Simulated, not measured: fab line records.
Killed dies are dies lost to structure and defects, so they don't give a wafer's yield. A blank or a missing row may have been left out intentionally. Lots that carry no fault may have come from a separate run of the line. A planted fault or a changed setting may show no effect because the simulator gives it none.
The tool behind it: which one? :: flow n5_finfet :: 11 lots with 32 wafers sampled at 3 steps, on a route of 1938 steps

WHAT EACH GAUGE READ, for each wafer
N5_PASSIVATION_INSPECT_61: inspects for defects (macro).
lot: L573
measured: day 13 01:49
on: defect_inspect-01
raw_defect_count: 1 1 1

lot: L576
measured: day 14 01:19
on: defect_inspect-01
raw_defect_count: >300 >300 >300

lot: L579
measured: day 14 16:57
on: defect_inspect-02
raw_defect_count: >300 >300 >300

lot: L580
measured: day 14 22:32
on: defect_inspect-02
raw_defect_count: 2 4 1

lot: L582
measured: day 15 04:41
on: defect_inspect-02
raw_defect_count: 2 3 4

lot: L585
measured: day 15 21:55
on: defect_inspect-02
raw_defect_count: 1 3 1

lot: L583
measured: day 16 05:02
on: defect_inspect-01
raw_defect_count: 6 2 1

lot: L586
measured: day 16 11:02
on: defect_inspect-02
raw_defect_count: 3 2

lot: L588
measured: day 16 20:17
on: defect_inspect-01
raw_defect_count: 0 3 0

lot: L589
measured: day 17 05:26
on: defect_inspect-02
raw_defect_count: 3 1 2

lot: L591
measured: day 17 08:41
on: defect_inspect-01
raw_defect_count: 2 1 2

TOOL THAT RAN EACH LOT (tool first, then ch and the chambers of the sampled wafers, then the start)
lot: L573
N5_MIM_BOT_ETCH_STRIP_01: rie_diel-04 ch 0,1,3, day 12 22:18
N5_MIM_BOT_ETCH_CLEAN_05: wet_bench-01 ch 1,5,7, day 12 22:42

lot: L576
N5_MIM_BOT_ETCH_STRIP_01: rie_diel-02 ch 0,1, day 13 22:47
N5_MIM_BOT_ETCH_CLEAN_05: wet_bench-02 ch 1,6,7, day 13 23:13

lot: L579
N5_MIM_BOT_ETCH_STRIP_01: rie_diel-02 ch 1,2,3, day 14 12:38
N5_MIM_BOT_ETCH_CLEAN_05: wet_bench-02 ch 3,4,6, day 14 13:02

lot: L580
N5_MIM_BOT_ETCH_STRIP_01: rie_diel-02 ch 0,2, day 14 19:50
N5_MIM_BOT_ETCH_CLEAN_05: wet_bench-01 ch 0,1,2, day 14 20:14

lot: L582
N5_MIM_BOT_ETCH_STRIP_01: rie_diel-03 ch 0,1, day 15 03:37
N5_MIM_BOT_ETCH_CLEAN_05: wet_bench-01 ch 0,1,7, day 15 04:01

lot: L585
N5_MIM_BOT_ETCH_STRIP_01: rie_diel-04 ch 0,2,3, day 15 18:52
N5_MIM_BOT_ETCH_CLEAN_05: wet_bench-01 ch 3,6,7, day 15 19:16

lot: L583
N5_MIM_BOT_ETCH_STRIP_01: rie_diel-04 ch 0,1,3, day 16 03:16
N5_MIM_BOT_ETCH_CLEAN_05: wet_bench-03 ch 1,2,6, day 16 03:40

lot: L586
N5_MIM_BOT_ETCH_STRIP_01: rie_diel-02 ch 0,2, day 16 10:02
N5_MIM_BOT_ETCH_CLEAN_05: wet_bench-03 ch 1,4, day 16 10:28

lot: L588
N5_MIM_BOT_ETCH_STRIP_01: rie_diel-03 ch 0,1,2, day 16 19:19
N5_MIM_BOT_ETCH_CLEAN_05: wet_bench-03 ch 0,5,6, day 16 19:44

lot: L589
N5_MIM_BOT_ETCH_STRIP_01: rie_diel-04 ch 1,2,3, day 17 03:01
N5_MIM_BOT_ETCH_CLEAN_05: wet_bench-01 ch 1,2,7, day 17 03:25

lot: L591
N5_MIM_BOT_ETCH_STRIP_01: rie_diel-04 ch 0,2,3, day 17 07:19
N5_MIM_BOT_ETCH_CLEAN_05: wet_bench-02 ch 0,1,6, day 17 07:43
- N5_MIM_BOT_ETCH_STRIP_01: strips in O2.
- N5_MIM_BOT_ETCH_CLEAN_05: cleans in IPA, time 180 s.

THE ANSWER, worked out from the rows above alone
Rule: the lots themselves supply what counts as usual. The widest of any qualifying gaps counts: lots, ordered by their means at a reading, are off when they make up no more than a third of the lots, leave a main group of 4 or more, and stand apart from it by 3 or more times the standard deviation of that group's means. If all means in a main group match to the digits the tables above print for the reading, that group is not used. A lot without any number at a reading at which 4 lots or more have one is off too. The other lots that the step has rows for count as sound.
Off, at N5_PASSIVATION_INSPECT_61 on raw_defect_count: L576, L579. Without a number there: L576, L579. The main group: mean 2.0, standard deviation 0.71.
A tool fits if, at a process step before that reading, it ran every lot that is off, and no sound lot after the first of them. The gauges at N5_PASSIVATION_INSPECT_61 are tried like those tools. No candidate that was tried fits.

WHAT WAS PUT IN BY THE SIMULATOR
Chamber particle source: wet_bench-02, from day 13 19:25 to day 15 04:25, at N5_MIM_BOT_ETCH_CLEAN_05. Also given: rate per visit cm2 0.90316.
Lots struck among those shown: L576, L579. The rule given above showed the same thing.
